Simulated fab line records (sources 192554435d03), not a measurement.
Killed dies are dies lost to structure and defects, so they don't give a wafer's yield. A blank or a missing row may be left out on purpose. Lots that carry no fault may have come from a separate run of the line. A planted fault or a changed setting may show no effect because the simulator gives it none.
fab line records | flow n5-finfet
[record] lots = 6 | wafers = 18 | last-day = 16
route steps=1938 shown HKMG_FIN@405 PASSIVATION@1936
lots with no fault: from the same line, run without faults
start-h: start of the lot's first displayed wafer, in hours after the record's first day | wait-h: hours since the lot's step before | " identical to the entry in the row above | L1.1+2: a single row standing in for several wafers | - value missing, or start not given | * or withheld: withheld | < > ~ a bound
route shown NAME@n: names a module that has steps shown in the file, with the first one's number in the route | usual: average and standard deviation across the fault-free wafers | same: alike in all rows | chamber/n: place in a boat | sites: per-site readings | _std_site: standard deviation across them | _edge_site: the outer-site mean with the inner-site mean subtracted | radius-mm: for every site, how far away it sits from the centre of the wafer | mask NAME#n: copy n | behind: the tool/chamber that last shaped the wafer | hold: the reason the lot was held/the length of the hold in hours/how it ended | device: the transistor (n, p or np) that didn't switch | end of line: the tests these same wafers got at the end of their route | a step given without rows: its recipe and nothing more | killed: dies lost to structure and defects at the first sort, not the wafer's yield | map: the dies of a wafer, with x for killed, . for not killed, _ for no die there
set.NAME: the setting the step ran with; set.NAME@STEP: the setting that earlier step ran with | model.NAME: the simulator's own value behind a step, which no gauge read
lots at selected steps of the route; one table per step, one row per wafer
services: from which hour (start-h, from the record's first day; less than 0 if before it) a tool's chamber was out of use, for how many hours, and why
[[steps]]
[step N5_HKMG_FIN_STRIP_57]
[recipe] chemistry = CF4 | resist = SiARC | power-w = 300 | bias-power-w = 75 | pressure-mtorr = 50 | cf4-flow-sccm = 150 | rf-frequency-hz = 6e+07
[step N5_HKMG_FIN_ETCH_58]
[recipe] chemistry = N2/H2 | target = SOC | target-depth-a = 2158 | ion-energy-ev = 50 | bias-w = 13 | time-s = 741 | pressure-mtorr = 30 | source-w = 875 | n2-flow-sccm = 200 | h2-flow-sccm = 200
[step N5_HKMG_FIN_STRIP_93]
[recipe] chemistry = N2/H2 | material = SOC | time-s = 20 | power-w = 500 | temp-c = 40 | pressure-mtorr = 50 | rf-frequency-hz = 6e+07 | bias-power-w = 8 | h2-frac = 0.5 | n2-flow-sccm = 300 | h2-flow-sccm = 300
[usual] drypump-motor-current-A = 5.3/0.57 | oes-product-au = 0.75/0.087 | rf-vpp-V = 54.1/0.84 | showerhead-plenum-p-Torr = 3.33/0.091 | throttle-valve-pct = 19.0/0.34
lot.wafer | tool        | chamber | start-h | wait-h | drypump-motor-current-A | oes-product-au | rf-hours-counter-h | rf-vpp-V | showerhead-plenum-p-Torr | throttle-valve-pct
L270.1    | rie-diel-04 | 2       | 87.18   | 0.2    | 5.3                     | 0.74           | 156                | 54.1     | 3.25                     | 18.9
L270.3    | "           | 3       | "       | "      | 4.9                     | 0.70           | 164                | 53.9     | 3.47                     | 19.1
L270.4    | "           | 0       | "       | "      | 5.5                     | 0.71           | 216                | 52.5     | 3.33                     | 19.6
L274.2    | rie-diel-05 | 0       | 107.07  | 0.2    | 6.0                     | 0.65           | 245                | 52.7     | 3.32                     | 18.8
L274.4    | "           | 2       | "       | "      | 5.2                     | 0.86           | 40                 | 53.8     | 3.40                     | 18.3
L274.6    | "           | 0       | "       | "      | 6.0                     | 0.65           | -                  | 54.0     | 3.32                     | 18.8
L276.3    | rie-diel-04 | 1       | 128.81  | 0.2    | 5.4                     | 0.66           | 239                | 53.8     | 3.18                     | 19.5
L276.4    | "           | 3       | "       | "      | 4.9                     | 0.70           | 181                | 54.2     | 3.46                     | 19.2
L276.5    | "           | 0       | "       | "      | 5.5                     | 0.69           | -                  | 55.0     | 3.32                     | 19.6
L278.1    | rie-diel-01 | 3       | 135.92  | 0.2    | 4.9                     | 0.67           | 228                | 54.3     | 3.33                     | 18.8
L278.4    | "           | 0       | "       | "      | 4.9                     | 0.65           | 249                | 52.9     | 3.27                     | 18.9
L278.5    | "           | 0       | "       | "      | 4.9                     | 0.66           | -                  | 54.8     | 3.27                     | 18.9
L279.3    | rie-diel-04 | 1       | 137.59  | 0.2    | 5.3                     | 0.66           | 242                | 54.1     | 3.17                     | 19.5
L279.4    | "           | 0       | "       | "      | 5.5                     | 0.68           | 236                | 54.0     | 3.32                     | 19.6
L279.5    | "           | 3       | "       | "      | 4.9                     | 0.69           | -                  | 55.8     | 3.45                     | 19.2
L286.1    | rie-diel-04 | 1       | 181.78  | 0.2    | 5.3                     | 0.95           | 2                  | 53.6     | 3.57                     | 19.2
L286.4    | "           | 3       | "       | "      | 4.9                     | 0.68           | -                  | 54.5     | 3.44                     | 19.2
L286.6    | "           | 2       | "       | "      | 5.3                     | 0.71           | -                  | 54.4     | 3.23                     | 19.0
[step N5_HKMG_FIN_WET_ETCH_76]
[recipe] chemistry = dNH4OH | mix = 1:50 | temp-c = 25 | target = Al2O3 | stop-on = La2O3 | target-depth-nm = 2.25 | dry = ipa-marangoni | rinse-time-s = 30 | rinse-temp-c = 23
[step N5_HKMG_FIN_STRIP_60]
[recipe] chemistry = N2/H2 | power-w = 2500 | temp-c = 300 | h2-frac = 0.65 | time-s = 360 | pressure-mtorr = withheld | n2-flow-sccm = 1750 | h2-flow-sccm = 3250
[usual] drypump-motor-current-A = 5.4/0.39 | heater-power-w = 441/16
lot.wafer | tool            | chamber | start-h | wait-h | drypump-motor-current-A | heater-power-w | rf-hours-counter-h
L270.1    | plasma-asher-02 | 1       | 87.33   | 0.0    | 5.8                     | 425            | 91
L270.3    | "               | 0       | "       | "      | 5.1                     | 466            | -
L270.4    | "               | 1       | "       | "      | 5.8                     | 442            | -
L274.2    | plasma-asher-01 | 0       | 107.24  | 0.0    | 5.8                     | 423            | 46
L274.4    | "               | 0       | "       | "      | 5.8                     | 424            | -
L274.6    | "               | 1       | "       | "      | 4.9                     | 432            | -
L276.3    | plasma-asher-01 | 1       | 129.08  | 0.1    | 4.9                     | 421            | -
L276.4    | "               | 0       | "       | "      | 5.8                     | 441            | -
L276.5    | "               | 0       | "       | "      | 5.8                     | 435            | -
L278.1    | plasma-asher-02 | 1       | 136.07  | 0.0    | 5.8                     | 434            | 100
L278.4    | "               | 0       | "       | "      | 5.1                     | 457            | -
L278.5    | "               | 0       | "       | "      | 5.1                     | 470            | -
L279.3    | plasma-asher-02 | 1       | 137.86  | 0.1    | 5.7                     | 439            | -
L279.4    | "               | 0       | "       | "      | 5.1                     | 467            | -
L279.5    | "               | 0       | "       | "      | 5.1                     | 447            | -
L286.1    | plasma-asher-01 | 1       | 181.93  | 0.0    | 4.9                     | 428            | 59
L286.4    | "               | 1       | "       | "      | 4.9                     | 437            | -
L286.6    | "               | 1       | "       | "      | 4.9                     | 434            | -
[step N5_HKMG_FIN_WET_ETCH_77]
[recipe] chemistry = dHCl | mix = 1:10000 | temp-c = 25 | target = La2O3 | stop-on = HfO2 | target-depth-nm = 2
[step N5_HKMG_FIN_WET_ETCH_78]
[recipe] chemistry = dNH4OH | mix = 1:50 | temp-c = 25 | target = Al2O3 | stop-on = La2O3 | target-depth-nm = 4.5 | dry = ipa-marangoni | rinse-time-s = 30 | rinse-temp-c = 23
[step N5_HKMG_FIN_ALD_79]
[recipe] material = TiN | target-thk-a = 15 | temp-c = 400 | ald-precursor-family = TiCl4 | ald-co-reactant = NH3 | pulse-time-s = 1 | purge-time-s = 3 | co-reactant-purge-time-s = 2 | co-reactant-pulse-time-s = 2 | ald-cycles = 68 | pressure-torr = 3
[step N5_HKMG_FIN_CVD_62]
[recipe] material = a-Si | target-thk-a = 30 | temp-c = 500 | precursor = Si2H6 | pressure-torr = 1 | time-s = 20.8
[step N5_HKMG_FIN_RTA_80]
[recipe] temp-c = withheld | time-s = 2 | ambient = N2 | idle-temp-c = 600 | ramp-up-c-per-s = 150 | ramp-down-c-per-s = 60 | cool-to-c = 600
[step N5_HKMG_FIN_PRECLEAN_64]
[recipe] chemistry = dHF | time-s = 30 | temp-c = 25 | dilution = withheld
[step N5_HKMG_FIN_WET_ETCH_65]
[recipe] chemistry = TMAH | temp-c = 70 | conc-wt-pct = 5 | target = a-Si | stop-on = TiN | time-s = 49 | target-depth-nm = 3
[step N5_HKMG_FIN_WET_ETCH_81]
[recipe] chemistry = SC1 | target = TiN | stop-on = HfO2 | mix = 1:1:5 | temp-c = 60 | time-s = 57 | target-depth-nm = 6
[usual] h2o2-flow-mL-min = 214.2/0.59
lot.wafer | tool         | chamber | start-h | wait-h | h2o2-flow-mL-min
L270.1    | wet-bench-04 | 0       | 88.57   | 0.0    | 214.7
L270.3    | "            | 4       | "       | "      | 214.6
L270.4    | "            | 6       | "       | "      | 214.1
L274.2    | wet-bench-06 | 2       | 108.39  | 0.0    | 213.6
L274.4    | "            | 3       | "       | "      | 215.0
L274.6    | "            | 4       | "       | "      | 213.7
L276.3    | wet-bench-06 | 1       | 130.11  | 0.0    | 214.8
L276.4    | "            | 5       | "       | "      | 214.9
L276.5    | "            | 2       | "       | "      | 215.7
L278.1    | wet-bench-06 | 6       | 137.22  | 0.0    | 214.4
L278.4    | "            | 4       | "       | "      | 213.8
L278.5    | "            | 3       | "       | "      | 213.4
L279.3    | wet-bench-05 | 4       | 139.06  | 0.0    | 213.7
L279.4    | "            | 3       | "       | "      | 214.5
L279.5    | "            | 6       | "       | "      | 214.1
L286.1    | wet-bench-05 | 6       | 183.08  | 0.0    | 215.4
L286.4    | "            | 5       | "       | "      | 214.7
L286.6    | "            | 4       | "       | "      | 214.5
[step N5_HKMG_FIN_WET_ETCH_82]
[recipe] chemistry = dHCl | mix = 1:10000 | temp-c = 25 | target = La2O3 | stop-on = HfO2 | target-depth-nm = 2 | dry = ipa-marangoni | rinse-time-s = 30 | rinse-temp-c = 23
[step N5_HKMG_FIN_ALD_36]
[recipe] material = TiN | target-thk-a = 10 | temp-c = 400 | ald-precursor-family = TiCl4 | ald-co-reactant = NH3 | pulse-time-s = 1 | purge-time-s = 3 | co-reactant-purge-time-s = 2 | co-reactant-pulse-time-s = 2 | ald-cycles = 47 | pressure-torr = 3
[usual] heater-power-w = 934/77 | precursor-pulse-height-rel = 0.999/0.02
[same] co-reactant-purge-time-s = 2 | pulse-time-s = 1
lot.wafer | tool         | chamber | start-h | wait-h | heater-power-w | precursor-pulse-height-rel
L270.1    | ald-metal-01 | 1       | 88.66   | 0.0    | 1051           | 0.992
L270.3    | "            | 2       | "       | "      | 903            | 1.005
L270.4    | "            | 0       | "       | "      | 1052           | 0.992
L274.2    | ald-metal-01 | 1       | 108.49  | 0.0    | 1019           | 0.979
L274.4    | "            | 0       | "       | "      | 1039           | 1.039
L274.6    | "            | 3       | "       | "      | 887            | 0.974
L276.3    | ald-metal-02 | 3       | 130.21  | 0.0    | 852            | 0.963
L276.4    | "            | 1       | "       | "      | 903            | 0.998
L276.5    | "            | 0       | "       | "      | 884            | 1.017
L278.1    | ald-metal-01 | 3       | 137.31  | 0.0    | 903            | 1.004
L278.4    | "            | 1       | "       | "      | 1045           | 1.016
L278.5    | "            | 1       | "       | "      | 1048           | 0.963
L279.3    | ald-metal-02 | 3       | 139.15  | 0.0    | 858            | 1.006
L279.4    | "            | 1       | "       | "      | 911            | 1.003
L279.5    | "            | 3       | "       | "      | 867            | 0.999
L286.1    | ald-metal-03 | 3       | 183.17  | 0.0    | 997            | 0.995
L286.4    | "            | 2       | "       | "      | 808            | 0.996
L286.6    | "            | 0       | "       | "      | 977            | 1.010
[step N5_HKMG_FIN_THK_MEAS_70]
[recipe] thk-meas-gauge = xrf | reads = HfO2_of_HKMG_FIN_HK_ALD_01
[usual] HK_THK = 1.603/0.017
lot.wafer | tool          | chamber | start-h | wait-h | HK_THK[nm]
L270.1    | film-metro-01 | -       | 88.94   | 0.2    | 1.615
L270.3    | "             | -       | "       | "      | 1.618
L270.4    | "             | -       | "       | "      | 1.618
L274.2    | film-metro-01 | -       | 108.77  | 0.2    | 1.594
L274.4    | "             | -       | "       | "      | 1.595
L274.6    | "             | -       | "       | "      | 1.618
L276.3    | film-metro-01 | -       | 130.49  | 0.2    | 1.620
L276.4    | "             | -       | "       | "      | 1.608
L276.5    | "             | -       | "       | "      | 1.603
L278.1    | film-metro-02 | -       | 137.59  | 0.2    | 1.578
L278.4    | "             | -       | "       | "      | 1.625
L278.5    | "             | -       | "       | "      | 1.619
L279.3    | film-metro-02 | -       | 139.43  | 0.2    | 1.586
L279.4    | "             | -       | "       | "      | 1.591
L279.5    | "             | -       | "       | "      | 1.568
L286.1    | film-metro-01 | -       | 183.45  | 0.2    | 1.611
L286.4    | "             | -       | "       | "      | 1.594
L286.6    | "             | -       | "       | "      | 1.603
[step N5_HKMG_FIN_PWFM_ALD_03]
[recipe] material = TiN | target-thk-a = 20 | temp-c = 400 | ald-precursor-family = TiCl4 | ald-co-reactant = NH3 | pulse-time-s = 1 | purge-time-s = 3 | co-reactant-purge-time-s = 2 | co-reactant-pulse-time-s = 2 | ald-cycles = 91 | pressure-torr = 3
[usual] heater-power-w = 931/80 | precursor-pulse-height-rel = 1.000/0.02
[same] co-reactant-purge-time-s = 2 | pulse-time-s = 1
lot.wafer | tool         | chamber | start-h | wait-h | heater-power-w | precursor-pulse-height-rel
L270.1    | ald-metal-03 | 1       | 88.98   | 0.0    | 833            | 1.006
L270.3    | "            | 3       | "       | "      | 1007           | 1.017
L270.4    | "            | 0       | "       | "      | 979            | 0.999
L274.2    | ald-metal-03 | 0       | 108.80  | 0.0    | 992            | 0.993
L274.4    | "            | 2       | "       | "      | 798            | 1.009
L274.6    | "            | 1       | "       | "      | 827            | 0.984
L276.3    | ald-metal-03 | 2       | 130.52  | 0.0    | 803            | 0.976
L276.4    | "            | 3       | "       | "      | 1006           | 1.019
L276.5    | "            | 0       | "       | "      | 989            | 1.005
L278.1    | ald-metal-03 | 0       | 137.63  | 0.0    | 989            | 1.015
L278.4    | "            | 3       | "       | "      | 974            | 0.995
L278.5    | "            | 2       | "       | "      | 812            | 0.997
L279.3    | ald-metal-02 | 3       | 139.66  | 0.2    | 854            | 1.007
L279.4    | "            | 3       | "       | "      | 850            | 1.009
L279.5    | "            | 0       | "       | "      | 875            | 1.000
L286.1    | ald-metal-01 | 0       | 183.49  | 0.0    | 1054           | 1.028
L286.4    | "            | 3       | "       | "      | 910            | 1.019
L286.6    | "            | 0       | "       | "      | 1017           | 1.016
[step N5_HKMG_FIN_COAT_29]
[recipe] resist = SOC | temp-c = 250 | time-s = 60 | spin-rpm = 1500 | resist-thk-nm = 300
[step N5_HKMG_FIN_COAT_30]
[recipe] resist = SiARC | temp-c = 220 | time-s = 60 | spin-rpm = 1500 | resist-thk-nm = 35
[step N5_HKMG_FIN_COAT_06]
[recipe] resist = CAR-ArF | spin-rpm = 1500 | resist-thk-nm = 90
[step N5_HKMG_FIN_EBR_08]
[recipe] solvent = PGMEA | ebr-width-mm = 1.5
[step N5_HKMG_FIN_SOFTBAKE_07]
[recipe] temp-c = 110 | time-s = 60 | resist = CAR-ArF
[step N5_HKMG_FIN_EXPOSE_09]
[recipe] mask-id = NWFM | na = 1.35 | source-shape = conventional | sigma-outer = 0.8 | polarization = unpolarized | dose-mj = 39.25
[step N5_HKMG_FIN_PEB_10]
[recipe] peb-temp-c = withheld | peb-time-s = 60 | resist = CAR-ArF
[step N5_HKMG_FIN_DEVELOP_11]
[recipe] develop-time-s = 30 | developer = TMAH | resist = CAR-ArF | dev-temp-c = 23 | rinse-liquid = diw | dry = air-spin
[step N5_HKMG_FIN_CD_MEAS_12]
[recipe] target-cd-nm = 92.8 | landing-energy-ev = 500 | detector = se-inlens
[usual] cd-nm = 93.1/0.81
lot.wafer | tool      | chamber | start-h | wait-h | cd-nm
L270.1    | cd-sem-01 | 0       | 89.69   | -      | 93.2
L270.3    | "         | 0       | "       | "      | 93.2
L270.4    | "         | 0       | "       | "      | 92.7
L274.2    | cd-sem-03 | 0       | 109.52  | -      | 92.2
L274.4    | "         | 0       | "       | "      | 93.0
L274.6    | "         | 0       | "       | "      | 93.2
L276.3    | cd-sem-01 | 0       | 131.36  | -      | 93.6
L276.4    | "         | 0       | "       | "      | 93.9
L276.5    | "         | 0       | "       | "      | 92.7
L278.1    | cd-sem-02 | 0       | 138.35  | -      | 92.1
L278.4    | "         | 0       | "       | "      | 92.7
L278.5    | "         | 0       | "       | "      | 92.9
L279.3    | cd-sem-02 | 0       | 140.50  | -      | 93.5
L279.4    | "         | 0       | "       | "      | 92.9
L279.5    | "         | 0       | "       | "      | 92.0
L286.1    | cd-sem-01 | 0       | 184.33  | -      | 92.7
L286.4    | "         | 0       | "       | "      | 93.0
L286.6    | "         | 0       | "       | "      | 92.9
[step N5_HKMG_FIN_OVL_MEAS_13]
[recipe] points-per-wafer = 44
[usual] NWFM_OVL = -0.2/0.76
lot.wafer | tool       | chamber | start-h | wait-h | NWFM_OVL[nm]
L270.1    | overlay-01 | 0       | 89.72   | 0.0    | 0.0
L270.3    | "          | 0       | "       | "      | -1.6
L270.4    | "          | 0       | "       | "      | 0.3
L274.2    | overlay-02 | 0       | 109.55  | 0.0    | -0.6
L274.4    | "          | 0       | "       | "      | 0.1
L274.6    | "          | 0       | "       | "      | -0.4
L276.3    | overlay-02 | 0       | 131.39  | 0.0    | -0.5
L276.4    | "          | 0       | "       | "      | -0.2
L276.5    | "          | 0       | "       | "      | -1.1
L278.1    | overlay-02 | 0       | 138.38  | 0.0    | 0.8
L278.4    | "          | 0       | "       | "      | -0.1
L278.5    | "          | 0       | "       | "      | -0.6
L279.3    | overlay-01 | 0       | 140.53  | 0.0    | 0.0
L279.4    | "          | 0       | "       | "      | 0.0
L279.5    | "          | 0       | "       | "      | -1.0
L286.1    | overlay-02 | 0       | 184.36  | 0.0    | -0.8
L286.4    | "          | 0       | "       | "      | -0.4
L286.6    | "          | 0       | "       | "      | -0.4
[step N5_HKMG_FIN_INSPECT_14]
[recipe] mode = adi | inspect-instrument = macro
[usual] raw-defect-count = 2.0/1.3
lot.wafer | tool              | chamber | start-h | wait-h | raw-defect-count
L270.1    | defect-inspect-02 | -       | 89.75   | 0.0    | 5
L270.3    | "                 | -       | "       | "      | 1
L270.4    | "                 | -       | "       | "      | 2
L274.2    | defect-inspect-02 | -       | 109.57  | 0.0    | 2
L274.4    | "                 | -       | "       | "      | 1
L274.6    | "                 | -       | "       | "      | 4
L276.3    | defect-inspect-01 | -       | 131.42  | 0.0    | >300
L276.4    | "                 | -       | "       | "      | >300
L276.5    | "                 | -       | "       | "      | >300
L278.1    | defect-inspect-01 | -       | 138.40  | 0.0    | >300
L278.4    | "                 | -       | "       | "      | >300
L278.5    | "                 | -       | "       | "      | >300
L279.3    | defect-inspect-01 | -       | 140.55  | 0.0    | 1
L279.4    | "                 | -       | "       | "      | 4
L279.5    | "                 | -       | "       | "      | 2
L286.1    | defect-inspect-01 | -       | 184.38  | 0.0    | 2
L286.4    | "                 | -       | "       | "      | 2
L286.6    | "                 | -       | "       | "      | 3
[step N5_HKMG_FIN_DESCUM_17]
[recipe] chemistry = O2 | time-s = 7.9 | source-power-w = 50 | bias-power-w = 20 | pressure-mtorr = 20 | rf-frequency-hz = 2.712e+07 | temp-c = 40 | resist = CAR-ArF | o2-flow-sccm = 225
[usual] drypump-motor-current-A = 5.4/0.63 | oes-product-au = 0.76/0.091 | rf-vpp-V = 242.8/1.3 | showerhead-plenum-p-Torr = 2.07/0.059 | throttle-valve-pct = 20.37/0.19
lot.wafer | tool        | chamber | start-h | wait-h | drypump-motor-current-A | oes-product-au | rf-hours-counter-h | rf-vpp-V | showerhead-plenum-p-Torr | throttle-valve-pct
L270.1    | rie-diel-05 | 1       | 89.82   | 0.1    | 6.4                     | 0.76           | 135                | 241.7    | 2.01                     | 20.40
L270.3    | "           | 2       | "       | "      | 5.2                     | 0.89           | 33                 | 244.0    | 2.14                     | 20.06
L270.4    | "           | 0       | "       | "      | 6.0                     | 0.66           | 239                | 242.8    | 2.05                     | 20.22
L274.2    | rie-diel-05 | 1       | 109.60  | 0.0    | 6.4                     | 0.77           | 143                | 242.4    | 2.01                     | 20.42
L274.4    | "           | 3       | "       | "      | 4.8                     | 0.76           | 159                | 244.0    | 2.02                     | 20.59
L274.6    | "           | 0       | "       | "      | 5.9                     | 0.66           | -                  | 243.1    | 2.04                     | 20.23
L276.3    | rie-diel-04 | 1       | 131.45  | 0.0    | 5.3                     | 0.69           | 240                | 240.6    | 1.99                     | 20.51
L276.4    | "           | 0       | "       | "      | 5.4                     | 0.68           | 234                | 242.7    | 2.03                     | 20.63
L276.5    | "           | 1       | "       | "      | 5.3                     | 0.68           | -                  | 241.1    | 1.99                     | 20.50
L278.1    | rie-diel-01 | 3       | 138.43  | 0.0    | 4.8                     | 0.69           | 229                | 243.0    | 2.08                     | 20.36
L278.4    | "           | 1       | "       | "      | 4.7                     | 0.74           | 180                | 243.3    | 2.16                     | 20.52
L278.5    | "           | 3       | "       | "      | 4.8                     | 0.69           | -                  | 241.7    | 2.08                     | 20.36
L279.3    | rie-diel-05 | 1       | 140.59  | 0.0    | 6.5                     | 0.75           | 159                | 242.2    | 2.00                     | 20.45
L279.4    | "           | 2       | "       | "      | 5.2                     | 0.85           | -                  | 243.5    | 2.14                     | 20.09
L279.5    | "           | 1       | "       | "      | 6.5                     | 0.75           | -                  | 242.3    | 2.00                     | 20.44
L286.1    | rie-diel-01 | 0       | 184.42  | 0.0    | 4.9                     | 0.95           | 11                 | 241.6    | 2.05                     | 20.21
L286.4    | "           | 2       | "       | "      | 6.3                     | 0.69           | 243                | 245.9    | 2.04                     | 20.42
L286.6    | "           | 0       | "       | "      | 4.9                     | 0.93           | -                  | 241.6    | 2.05                     | 20.24
[step N5_PASSIVATION_PROBE_49]
[usual] killed_at_M0_to_M3 = 35/11 | killed_at_M4_up = 13/5.7 | killed-at-contacts = 12/5.7 | killed-at-front-end = 40/11 | killed-at-other = 4/4.4 | killed-dies = 105/18 | killed-open = 68/14 | killed-short = 34/7.4
[same] gross-dies = 1180 | killed-at-back-side = 0
lot.wafer | tool      | chamber | start-h | wait-h | killed_at_M0_to_M3 | killed_at_M4_up | killed-at-contacts | killed-at-front-end | killed-at-other | killed-dies | killed-open | killed-short
L276.3    | prober-02 | -       | 312.76  | 0.1    | 23                 | 11              | 16                 | 145                 | 73              | 268         | 59          | 26
L276.4    | prober-02 | -       | 312.81  | 0.2    | 42                 | 7               | 19                 | 127                 | 0               | 195         | 58          | 36
L276.5    | prober-02 | -       | 312.86  | 0.2    | 37                 | 13              | 17                 | 150                 | 51              | 268         | 68          | 39
L278.1    | prober-01 | -       | 320.51  | 0.0    | 26                 | 6               | 9                  | 108                 | 1               | 150         | 52          | 43
L278.4    | prober-01 | -       | 320.66  | 0.2    | 34                 | 6               | 10                 | 148                 | 0               | 198         | 63          | 26
L278.5    | prober-01 | -       | 320.71  | 0.2    | 55                 | 10              | 12                 | 137                 | 1               | 215         | 77          | 38
// killed by level:class
L276.3 HKMG_FIN:unspecified=111 PASSIVATION:area-etch=71 MOL_CONTACT_COAG:geometric-particle:open=13 FIN_SAQP:geometric-particle:open=7 STI_FIN_REVEAL:geometric-particle:open=6 BEOL_M1:geometric-particle:open=6 BEOL_M2:geometric-particle:open=5 GATE_CUT:geometric-particle:short=4
L276.4 HKMG_FIN:unspecified=98 MOL_CONTACT_COAG:geometric-particle:open=14 BEOL_M1:geometric-particle:open=9 DUMMY_GATE:geometric-particle:open=8 BEOL_M1:geometric-particle:short=8 BEOL_M3:geometric-particle:open=7 BEOL_M2:geometric-particle:open=6 MOL_CONTACT_COAG:geometric-particle:short=5
L276.5 HKMG_FIN:unspecified=112 PASSIVATION:area-etch=47 MOL_CONTACT_COAG:geometric-particle:open=15 DUMMY_GATE:geometric-particle:open=9 FIN_SAQP:geometric-particle:short=8 BEOL_M0_SAQP:geometric-particle:open=8 BEOL_M1:geometric-particle:short=6 GATE_CUT:geometric-particle:short=5
L278.1 HKMG_FIN:unspecified=52 STI_FIN_REVEAL:geometric-particle:open=17 BEOL_M0_SAQP:geometric-particle:open=8 STARTING-WAFER:geometric-particle:short=7 FIN_SAQP:geometric-particle:open=6 BEOL_M0_SAQP:geometric-particle:short=6 FIN_SAQP:geometric-particle:short=5 STI_FIN_REVEAL:geometric-particle:short=5
L278.4 HKMG_FIN:unspecified=108 STI_FIN_REVEAL:geometric-particle:open=16 BEOL_M0_SAQP:geometric-particle:open=11 FIN_SAQP:geometric-particle:open=9 BEOL_M0_SAQP:geometric-particle:short=8 MOL_CONTACT_COAG:geometric-particle:open=8 FIN_SAQP:geometric-particle:short=4 BEOL_M1:geometric-particle:open=4
L278.5 HKMG_FIN:unspecified=100 BEOL_M0_SAQP:geometric-particle:short=19 STI_FIN_REVEAL:geometric-particle:open=18 BEOL_M2:geometric-particle:open=14 BEOL_M0_SAQP:geometric-particle:open=12 MOL_CONTACT_COAG:geometric-particle:open=10 DUMMY_GATE:geometric-particle:open=7 BEOL_M4:geometric-particle:open=4
// map L276.3 (x killed, . not)
_________________............________________
______________.x.xxx...........x_____________
___________.........xx.............__________
__________..x.....x...x..........x.._________
________.xx..........................._______
_______.............x.....x............______
______.x...x.............x.........x.x.._____
_____.x................x.................____
____.x......x..x.x.x..x...................___
___..x....................x................__
___..x..................................x..__
__.................x.x..x............x......_
__x....................x.....x..x.......xx.._
_..x......x............xxxx......x.xxx..x.x..
_x.....................xx..xx..xxxxxx.xxx....
_........x.x..x....x..x...x..xx.xxxxxxxxxx...
_.xx....x....x...........xx.xx.xxxxxxxxx..x..
_........xx.x...x..x....x.xxxxxxxxxxxxxx.x...
_.....x.....................x.xxxxxxxxxxxx...
_.......x..x.................xx.xxxxxxxxxxx..
_..x..x.......................xxxxxxxxxx.....
__...............x..x..x......xxxxxxx.xxxx.._
__..........x.....x..x.x....x.x.xxxx.xx.x..._
___.......x......x..xxxxx.....xx..xxxxxx.x.__
___........x......x...x....xx......xxxx.x..__
____......x..x......x....xx....x..x...x...___
_____x....x..........x..xxx..xx..x.......____
______.x......x......xx.x...x.x.xxx....._____
_______..........x...xx.x.......x......______
________.........x...xx.x............._______
__________...x......xx...x.xxx......_________
___________x......x........x.....x.__________
______________..........x......._____________
_________________.....x......________________
// map L278.5 (x killed, . not)
_________________............________________
______________.x.......x...x.x.._____________
___________......x..x............x.__________
__________....................x....._________
________.x............................_______
_______...xx..x.........x..............______
______..x....x........x....x...x.....x.._____
_____..............x.......x.........x...____
____...............x........x...x.......x.___
___..xx.................................xx.__
___..................x..................x..__
__.......xx...x.......x.....x.....x........._
__.................x....x........x.........._
_..........x.......................x...xx....
_............x..x...xxx.....x................
_.............x..xxxxxxxxx..........xx......x
_.....x.........xxxxxxxxxxx..x........x....x.
_.............xxxxxxxxxxxxx................x.
_.............xxxxxxxxxxxxxxx......x.........
_.x.xx........xxxxxxxxxxxxx....x.....x.....x.
_.x............xxxxxxxxxxxx..................
__..x.........x.xxxxxxxxxx.....xx........x.._
__x.x........x..xxxxxxxxx.......x....x.x..x._
___...xx....x......xxx.x................x..__
___.x........x......xx.x.....x..x........x.__
____.xx.........x...xx......x.x..........x___
_____..................................x.____
______....x.................x..x........_____
_______.x...................x...xx.....______
________..x.....x.........xx...x......_______
__________.....x........x..........._________
___________...x...............x....__________
______________........x........._____________
_________________x...........________________
[[services]]
tool            | chamber | start-h | hours | kind
rie-diel-05     | -       | 71.46   | 0.8   | repair
plasma-asher-01 | -       | 96.63   | 1.2   | repair
rie-diel-01     | -       | 102.19  | 4.3   | pm
rie-diel-01     | 2       | 107.31  | 5.2   | repair
rie-diel-05     | 0       | 119.05  | -     | clean
rie-diel-05     | 0       | 119.05  | -     | consumable-replace:focus-ring
rie-diel-05     | 0       | 119.05  | 23.4  | scheduled-down
rie-diel-05     | 0       | 119.05  | 23.4  | vent-cycle
rie-diel-05     | 2       | 120.99  | 4.6   | repair
ald-metal-02    | 2       | 126.78  | 24.6  | repair
ald-metal-03    | -       | 138.52  | 8.7   | pm
wet-bench-04    | -       | 138.86  | 4.6   | repair
rie-diel-01     | 0       | 141.86  | -     | clean
rie-diel-04     | 1       | 152.74  | 6.5   | repair
ald-metal-03    | 3       | 164.97  | 2.0   | repair
rie-diel-04     | 1       | 165.36  | -     | clean
rie-diel-04     | 1       | 165.36  | -     | consumable-replace:focus-ring
rie-diel-04     | 1       | 165.36  | -     | consumable-replace:showerhead
rie-diel-04     | 1       | 165.36  | 12.3  | scheduled-down
rie-diel-04     | 1       | 165.36  | 12.3  | vent-cycle
rie-diel-04     | 0       | 177.71  | -     | clean
rie-diel-04     | 0       | 177.71  | -     | consumable-replace:focus-ring
rie-diel-04     | 0       | 177.71  | 25.2  | scheduled-down
rie-diel-04     | 0       | 177.71  | 25.2  | vent-cycle
[[key]]
[first-sign] step = N5_HKMG_FIN_INSPECT_14 | reading = raw-defect-count | direction = up | sigmas = 99+ | usual = 2.0 | struck = >300
[effect] step = N5_PASSIVATION_PROBE_49 | reading = killed-at-front-end | direction = up | sigmas = 8.7 | usual = 40 | struck = 136
[more-kills-born-at] N5_HKMG_FIN_WET_ETCH_81@wet-bench-06 = 581
met-at N5_HKMG_FIN_WET_ETCH_81
struck-wafers L276.3,L276.4,L276.5,L278.1,L278.4,L278.5
tester-left-out L276,L278
[baseline-loss] step = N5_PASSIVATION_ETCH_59 | wafers = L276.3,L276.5
onset-between 108.39 130.11
also-fits N5_HKMG_FIN_PWFM_ALD_03:ald-metal-03
[fault] kind = chamber-particle-source | tool = wet-bench-06 | chamber = - | onset-h = 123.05 | steps = N5_HKMG_FIN_WET_ETCH_81 | rate-per-visit-cm2 = 0.53731 | end-h = 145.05
// tester-left-out: of these lots the tester's yield and bins aren't shown, on N5 and GAA mostly nor the transistor test; their killed dies are dies lost to structure and defects alone, not to doping, threshold or leakage, so they don't give the yield
// baseline-loss: these wafers lose ten dies or more at that step, a loss of the line's own and not of a fault; the sort's usual values leave them out
